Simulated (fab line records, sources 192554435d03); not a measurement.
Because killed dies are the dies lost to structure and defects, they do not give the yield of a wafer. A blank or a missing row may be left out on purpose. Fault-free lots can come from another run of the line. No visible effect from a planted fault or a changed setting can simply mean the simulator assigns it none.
Which of the tools did it? :: flow n5Finfet :: Sampling: 11 lots, 32 wafers, 5 of 1938 route steps

## WHAT THE GAUGES READ, wafer by wafer
N5_BEOL_M6_THK_MEAS_01.
lot: L559
measured: day 10 04:37
on: filmMetro-01
M6_ILD_THK (nm): 152.6 154.3 154.8

lot: L561
measured: day 10 14:31
on: filmMetro-02
M6_ILD_THK (nm): 154.2 154.6 157.8

lot: L562
measured: day 11 13:04
on: filmMetro-01
M6_ILD_THK (nm): 151.5 154.7 154.4

lot: L563
measured: day 11 15:50
on: filmMetro-02
M6_ILD_THK (nm): 154.9 154.2 154.9

lot: L565
measured: day 11 19:08
on: filmMetro-02
M6_ILD_THK (nm): 153.4 158.3 159.0

lot: L566
measured: day 12 01:43
on: filmMetro-01
M6_ILD_THK (nm): 157.9 155.7 157.7

lot: L567
measured: day 12 18:08
on: filmMetro-02
M6_ILD_THK (nm): 152.1 157.3 154.6

lot: L574
measured: day 13 12:58
on: filmMetro-01
M6_ILD_THK (nm): 106.7 155.8 153.6

lot: L570
measured: day 13 20:30
on: filmMetro-01
M6_ILD_THK (nm): 155.1 112.7

lot: L578
measured: day 14 05:58
on: filmMetro-02
M6_ILD_THK (nm): 155.8 156.6 158.0

lot: L582
measured: day 16 19:02
on: filmMetro-02
M6_ILD_THK (nm): 154.6 154.6 156.3

## TOOL THAT RAN EACH LOT (tool first, then ch and the chambers of the sampled wafers, then the start)
lot: L559
N5_BEOL_M5_CMP_52: cmp-02 ch 0,2, day 10 03:23
N5_BEOL_M5_PRE_CLEAN_77: cvdCo-01 ch 0,1, day 10 03:43
N5_BEOL_M5_DEP_56: pecvd-03 ch 0,1, day 10 03:53
N5_BEOL_M6_ILD_DEP_00: pecvd-04 ch 0,1, day 10 04:02

lot: L561
N5_BEOL_M5_CMP_52: cmp-03 ch 1,3, day 10 13:18
N5_BEOL_M5_PRE_CLEAN_77: cvdCo-02 ch 1,2, day 10 13:36
N5_BEOL_M5_DEP_56: pecvd-03 ch 0,1, day 10 13:46
N5_BEOL_M6_ILD_DEP_00: pecvd-01 ch 0,1, day 10 13:55

lot: L562
N5_BEOL_M5_CMP_52: cmp-04 ch 2,3, day 11 11:52
N5_BEOL_M5_PRE_CLEAN_77: cvdCo-02 ch 1,2, day 11 12:12
N5_BEOL_M5_DEP_56: pecvd-04 ch 1,2, day 11 12:21
N5_BEOL_M6_ILD_DEP_00: pecvd-01 ch 1,2, day 11 12:29

lot: L563
N5_BEOL_M5_CMP_52: cmp-03 ch 0,1,3, day 11 14:46
N5_BEOL_M5_PRE_CLEAN_77: cvdCo-01 ch 1,2, day 11 14:59
N5_BEOL_M5_DEP_56: pecvd-04 ch 0,1, day 11 15:08
N5_BEOL_M6_ILD_DEP_00: pecvd-04 ch 0,2, day 11 15:16

lot: L565
N5_BEOL_M5_CMP_52: cmp-04 ch 0,1, day 11 17:52
N5_BEOL_M5_PRE_CLEAN_77: cvdCo-01 ch 0,1, day 11 18:16
N5_BEOL_M5_DEP_56: pecvd-03 ch 0,1,2, day 11 18:26
N5_BEOL_M6_ILD_DEP_00: pecvd-02 ch 0,2, day 11 18:34

lot: L566
N5_BEOL_M5_CMP_52: cmp-03 ch 0,1,2, day 12 00:08
N5_BEOL_M5_PRE_CLEAN_77: cvdCo-01 ch 0,1,2, day 12 00:22
N5_BEOL_M5_DEP_56: pecvd-04 ch 0,1,2, day 12 00:32
N5_BEOL_M6_ILD_DEP_00: pecvd-02 ch 0,1,2, day 12 00:41

lot: L567
N5_BEOL_M5_CMP_52: cmp-02 ch 0,2,3, day 12 16:32
N5_BEOL_M5_PRE_CLEAN_77: cvdCo-02 ch 0,1, day 12 16:52
N5_BEOL_M5_DEP_56: pecvd-03 ch 1,2, day 12 17:02
N5_BEOL_M6_ILD_DEP_00: pecvd-04 ch 0,2, day 12 17:10

lot: L574
N5_BEOL_M5_CMP_52: cmp-02 ch 0,1,2, day 13 11:46
N5_BEOL_M5_PRE_CLEAN_77: cvdCo-01 ch 0,1, day 13 12:06
N5_BEOL_M5_DEP_56: pecvd-04 ch 0,1,2, day 13 12:16
N5_BEOL_M6_ILD_DEP_00: pecvd-04 ch 0,1, day 13 12:23

lot: L570
N5_BEOL_M5_CMP_52: cmp-04 ch 1,2, day 13 19:23
N5_BEOL_M5_PRE_CLEAN_77: cvdCo-01 ch 0,1, day 13 19:37
N5_BEOL_M5_DEP_56: pecvd-01 ch 0,2, day 13 19:46
N5_BEOL_M6_ILD_DEP_00: pecvd-04 ch 1,2, day 13 19:55

lot: L578
N5_BEOL_M5_CMP_52: cmp-04 ch 0,1,2, day 14 04:49
N5_BEOL_M5_PRE_CLEAN_77: cvdCo-02 ch 0,1,2, day 14 05:06
N5_BEOL_M5_DEP_56: pecvd-01 ch 0,1, day 14 05:16
N5_BEOL_M6_ILD_DEP_00: pecvd-01 ch 0,1,2, day 14 05:23

lot: L582
N5_BEOL_M5_CMP_52: cmp-03 ch 0,1,2, day 16 17:50
N5_BEOL_M5_PRE_CLEAN_77: cvdCo-01 ch 0,1,2, day 16 18:11
N5_BEOL_M5_DEP_56: pecvd-04 ch 0,1,2, day 16 18:20
N5_BEOL_M6_ILD_DEP_00: pecvd-02 ch 0,1,2, day 16 18:28
- N5_BEOL_M5_CMP_52: polishes, stops on SiCOH lowk, t overpolish 6.9 s, target thk 62 nm.
- N5_BEOL_M5_PRE_CLEAN_77: time 15 s.
- N5_BEOL_M5_DEP_56: deposits SiCN from 3MS/NH3, target thk 8 nm, time 14 s.
- N5_BEOL_M6_ILD_DEP_00: deposits SiCOH lowk from DEMS/porogen, target thk 179.75 nm, time 33.4 s.

## WHAT THE TOOLS THEMSELVES READ (means of the sampled wafers that have a number; where no wafer has one, the mark that the record gives instead)
N5_BEOL_M5_CMP_52.
lot: L559
tool: cmp-02
barrierFieldEndpointS (s): 24.7
edgeZonePressureFrac: 1.001
motorCurrentA (A): 6.0
overpolishRunS (s): 6.897
timeToEndpointS (s): 66.1

lot: L561
tool: cmp-03
barrierFieldEndpointS (s): 25.2
edgeZonePressureFrac: 0.998
motorCurrentA (A): 5.7
overpolishRunS (s): 6.904
timeToEndpointS (s): 64.1

lot: L562
tool: cmp-04
barrierFieldEndpointS (s): 24.2
edgeZonePressureFrac: 1.004
motorCurrentA (A): 6.1
overpolishRunS (s): 6.893
timeToEndpointS (s): 60.1

lot: L563
tool: cmp-03
barrierFieldEndpointS (s): 24.4
edgeZonePressureFrac: 1.004
motorCurrentA (A): 6.0
overpolishRunS (s): 6.904
timeToEndpointS (s): 64.7

lot: L565
tool: cmp-04
barrierFieldEndpointS (s): 24.7
edgeZonePressureFrac: 1.002
motorCurrentA (A): 6.1
overpolishRunS (s): 6.893
timeToEndpointS (s): 63.0

lot: L566
tool: cmp-03
barrierFieldEndpointS (s): 24.6
edgeZonePressureFrac: 1.004
motorCurrentA (A): 6.2
overpolishRunS (s): 6.897
timeToEndpointS (s): 64.4

lot: L567
tool: cmp-02
barrierFieldEndpointS (s): 25.8
edgeZonePressureFrac: 1.002
motorCurrentA (A): 5.9
overpolishRunS (s): 6.896
timeToEndpointS (s): 65.7

lot: L574
tool: cmp-02
barrierFieldEndpointS (s): 25.4
edgeZonePressureFrac: 1.005
motorCurrentA (A): 5.9
overpolishRunS (s): 6.901
timeToEndpointS (s): 64.1

lot: L570
tool: cmp-04
barrierFieldEndpointS (s): 24.5
edgeZonePressureFrac: 0.996
motorCurrentA (A): 6.3
overpolishRunS (s): 6.896
timeToEndpointS (s): 65.0

lot: L578
tool: cmp-04
barrierFieldEndpointS (s): 25.0
edgeZonePressureFrac: 0.999
motorCurrentA (A): 6.1
overpolishRunS (s): 6.908
timeToEndpointS (s): 68.2

lot: L582
tool: cmp-03
barrierFieldEndpointS (s): 24.7
edgeZonePressureFrac: 1.001
motorCurrentA (A): 6.0
overpolishRunS (s): 6.900
timeToEndpointS (s): 66.5

N5_BEOL_M5_PRE_CLEAN_77.
lot: L559
tool: cvdCo-01
heaterPowerW (W): 95

lot: L561
tool: cvdCo-02
heaterPowerW (W): 82

lot: L562
tool: cvdCo-02
heaterPowerW (W): 82

lot: L563
tool: cvdCo-01
heaterPowerW (W): 104

lot: L565
tool: cvdCo-01
heaterPowerW (W): 106

lot: L566
tool: cvdCo-01
heaterPowerW (W): 95

lot: L567
tool: cvdCo-02
heaterPowerW (W): 73

lot: L574
tool: cvdCo-01
heaterPowerW (W): 96

lot: L570
tool: cvdCo-01
heaterPowerW (W): 101

lot: L578
tool: cvdCo-02
heaterPowerW (W): 83

lot: L582
tool: cvdCo-01
heaterPowerW (W): 92

N5_BEOL_M5_DEP_56.
lot: L559
tool: pecvd-03
showerheadPlenumPTorr (Torr): 3.651
showerheadVppV (V): 858
throttleValvePct (%): 9.4

lot: L561
tool: pecvd-03
showerheadPlenumPTorr (Torr): 3.646
showerheadVppV (V): 856
throttleValvePct (%): 9.3

lot: L562
tool: pecvd-04
showerheadPlenumPTorr (Torr): 3.659
showerheadVppV (V): 963
throttleValvePct (%): 8.3

lot: L563
tool: pecvd-04
showerheadPlenumPTorr (Torr): 3.640
showerheadVppV (V): 976
throttleValvePct (%): 9.0

lot: L565
tool: pecvd-03
showerheadPlenumPTorr (Torr): 3.651
showerheadVppV (V): 863
throttleValvePct (%): 9.1

lot: L566
tool: pecvd-04
showerheadPlenumPTorr (Torr): 3.659
showerheadVppV (V): 950
throttleValvePct (%): 8.7

lot: L567
tool: pecvd-03
showerheadPlenumPTorr (Torr): 3.645
showerheadVppV (V): 890
throttleValvePct (%): 8.7

lot: L574
tool: pecvd-04
showerheadPlenumPTorr (Torr): 3.657
showerheadVppV (V): 949
throttleValvePct (%): 8.6

lot: L570
tool: pecvd-01
showerheadPlenumPTorr (Torr): 3.662
showerheadVppV (V): 914
throttleValvePct (%): 9.1

lot: L578
tool: pecvd-01
showerheadPlenumPTorr (Torr): 3.657
showerheadVppV (V): 921
throttleValvePct (%): 9.8

lot: L582
tool: pecvd-04
showerheadPlenumPTorr (Torr): 3.655
showerheadVppV (V): 942
throttleValvePct (%): 8.8

N5_BEOL_M6_ILD_DEP_00.
lot: L559
tool: pecvd-04
heaterPowerW (W): 338
showerheadPlenumPTorr (Torr): 5.721
showerheadVppV (V): 1471
throttleValvePct (%): 14.0

lot: L561
tool: pecvd-01
heaterPowerW (W): 366
showerheadPlenumPTorr (Torr): 5.741
showerheadVppV (V): 1403
throttleValvePct (%): 15.2

lot: L562
tool: pecvd-01
heaterPowerW (W): 333
showerheadPlenumPTorr (Torr): 5.748
showerheadVppV (V): 1377
throttleValvePct (%): 13.8

lot: L563
tool: pecvd-04
heaterPowerW (W): 331
showerheadPlenumPTorr (Torr): 5.743
showerheadVppV (V): 1454
throttleValvePct (%): 12.7

lot: L565
tool: pecvd-02
heaterPowerW (W): 332
showerheadPlenumPTorr (Torr): 5.723
showerheadVppV (V): 1376
throttleValvePct (%): 13.8

lot: L566
tool: pecvd-02
heaterPowerW (W): 319
showerheadPlenumPTorr (Torr): 5.723
showerheadVppV (V): 1363
throttleValvePct (%): 13.9

lot: L567
tool: pecvd-04
heaterPowerW (W): 292
showerheadPlenumPTorr (Torr): 5.749
showerheadVppV (V): 1473
throttleValvePct (%): 12.9

lot: L574
tool: pecvd-04
heaterPowerW (W): 351
showerheadPlenumPTorr (Torr): 5.724
showerheadVppV (V): 1466
throttleValvePct (%): 14.0

lot: L570
tool: pecvd-04
heaterPowerW (W): 300
showerheadPlenumPTorr (Torr): 5.728
showerheadVppV (V): 1516
throttleValvePct (%): 13.3

lot: L578
tool: pecvd-01
heaterPowerW (W): 338
showerheadPlenumPTorr (Torr): 5.735
showerheadVppV (V): 1409
throttleValvePct (%): 14.5

lot: L582
tool: pecvd-02
heaterPowerW (W): 276
showerheadPlenumPTorr (Torr): 5.734
showerheadVppV (V): 1348
throttleValvePct (%): 13.9

## THE ANSWER, worked out from the rows above alone
Rule: usual is defined by the lots themselves. The widest of any qualifying gaps counts: lots, ordered by their means at a reading, are off when they make up no more than a third of the lots, leave a main group of 4 or more, and stand apart from it by 3 or more times the standard deviation of that group's means. A main group is skipped when, at the precision printed for the reading in the tables above, its means are all equal. A lot without any number at a reading at which 4 lots or more have one is off too. Where the step has rows for the other lots, those lots are counted as sound. First the gauges in route order, then the tools' own readings, where a lot's mean is used as printed above. The first step at which some lot is off is used, and at that step the reading that is off furthest; a lot without a number counts as furthest.
Off: L574, L570, at N5_BEOL_M6_THK_MEAS_01 (M6_ILD_THK). The main group has a mean of 155.4 nm with a standard deviation of 1.2.
If a tool, at a process step before that reading, ran all the lots that are off and no sound lot after the first of them, it fits. Gauges at N5_BEOL_M6_THK_MEAS_01: tried the same way as those tools. Can't be told from this: 2 tools fit, pecvd-04 at N5_BEOL_M6_ILD_DEP_00, filmMetro-01 at N5_BEOL_M6_THK_MEAS_01.

## WHAT HAD BEEN PUT IN BY THE SIMULATOR
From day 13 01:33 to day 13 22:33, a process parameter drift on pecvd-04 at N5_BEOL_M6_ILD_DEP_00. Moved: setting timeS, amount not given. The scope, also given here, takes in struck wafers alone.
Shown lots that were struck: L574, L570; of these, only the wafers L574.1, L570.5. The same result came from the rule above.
